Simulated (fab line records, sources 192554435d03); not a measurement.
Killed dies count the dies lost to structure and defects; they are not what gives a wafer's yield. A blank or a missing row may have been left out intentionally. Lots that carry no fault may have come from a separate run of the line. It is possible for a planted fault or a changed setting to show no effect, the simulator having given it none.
The tool behind it: which one? | flow n5Finfet | 36 wafers from 12 lots sampled at 3 of the route's 1938 steps

== WHAT EACH GAUGE READ, for each wafer ==
N5_BEOL_M5_INSPECT_13: inspects for defects (brightfield).
lot  | measured     | on               | rawDefectCount
L076 | day 8 21:15  | defectInspect-01 | 409 467 428
L077 | day 9 05:15  | defectInspect-01 | 387 337 400
L079 | day 9 17:03  | defectInspect-02 | 321 325 324
L081 | day 10 08:16 | defectInspect-02 | 573 574 421
L082 | day 11 01:35 | defectInspect-01 | 455 407 414
L085 | day 11 02:44 | defectInspect-01 | 493 410 345
L086 | day 11 11:49 | defectInspect-01 | 549 459 415
L088 | day 12 11:04 | defectInspect-02 | 356 504 317
L091 | day 12 19:00 | defectInspect-01 | 498 475 604
L093 | day 12 19:49 | defectInspect-02 | 415 499 728
L095 | day 13 14:16 | defectInspect-01 | 362 412 413
L097 | day 14 01:58 | defectInspect-02 | 346 342 204

== TOOL THAT RAN EACH LOT (tool first, then ch and the chambers of the sampled wafers, then the start) ==
lot  | N5_BEOL_M4_ANNEAL_87        | N5_BEOL_M4_CMP_52
L076 | pvdSputter-03, day 8 14:46  | cmp-04 ch 1,2, day 8 16:19
L077 | pvdSputter-02, day 9 00:53  | cmp-02 ch 0,2,3, day 9 02:25
L079 | pvdSputter-03, day 9 11:52  | cmp-02 ch 0,1,3, day 9 13:38
L081 | pvdSputter-01, day 10 02:48 | cmp-04 ch 0,3, day 10 04:19
L082 | pvdSputter-03, day 10 18:26 | cmp-04 ch 2,3, day 10 19:57
L085 | pvdSputter-03, day 10 21:58 | cmp-02 ch 1,3, day 10 23:34
L086 | pvdSputter-03, day 11 07:26 | cmp-04 ch 0,1,3, day 11 08:59
L088 | pvdSputter-01, day 12 05:54 | cmp-04 ch 0,1,3, day 12 07:36
L091 | pvdSputter-01, day 12 13:08 | cmp-04 ch 0,2,3, day 12 14:39
L093 | pvdSputter-02, day 12 14:44 | cmp-04 ch 1,2,3, day 12 16:17
L095 | pvdSputter-01, day 13 09:41 | cmp-04 ch 0,1,2, day 13 11:24
L097 | pvdSputter-03, day 13 19:49 | cmp-04 ch 1,2,3, day 13 21:22
- N5_BEOL_M4_ANNEAL_87: time 240 s.
- N5_BEOL_M4_CMP_52: polishes, stops on SiOC, t overpolish 6.8 s, target thk 40 nm.

== THE ANSWER, worked out from the rows above alone ==
Rule: usual is defined by the lots themselves. The widest of any qualifying gaps counts: lots, ordered by their means at a reading, are off when they make up no more than a third of the lots, leave a main group of 4 or more, and stand apart from it by 3 or more times the standard deviation of that group's means. Not used: any main group whose means are identical at the precision the tables above print for the reading. Also off: a lot with no number at a reading for which 4 or more lots have one. The other lots that the step has rows for count as sound.
None of the lots is off at any reading shown; this tells nothing.

== WHAT THE SIMULATOR HAD INSERTED ==
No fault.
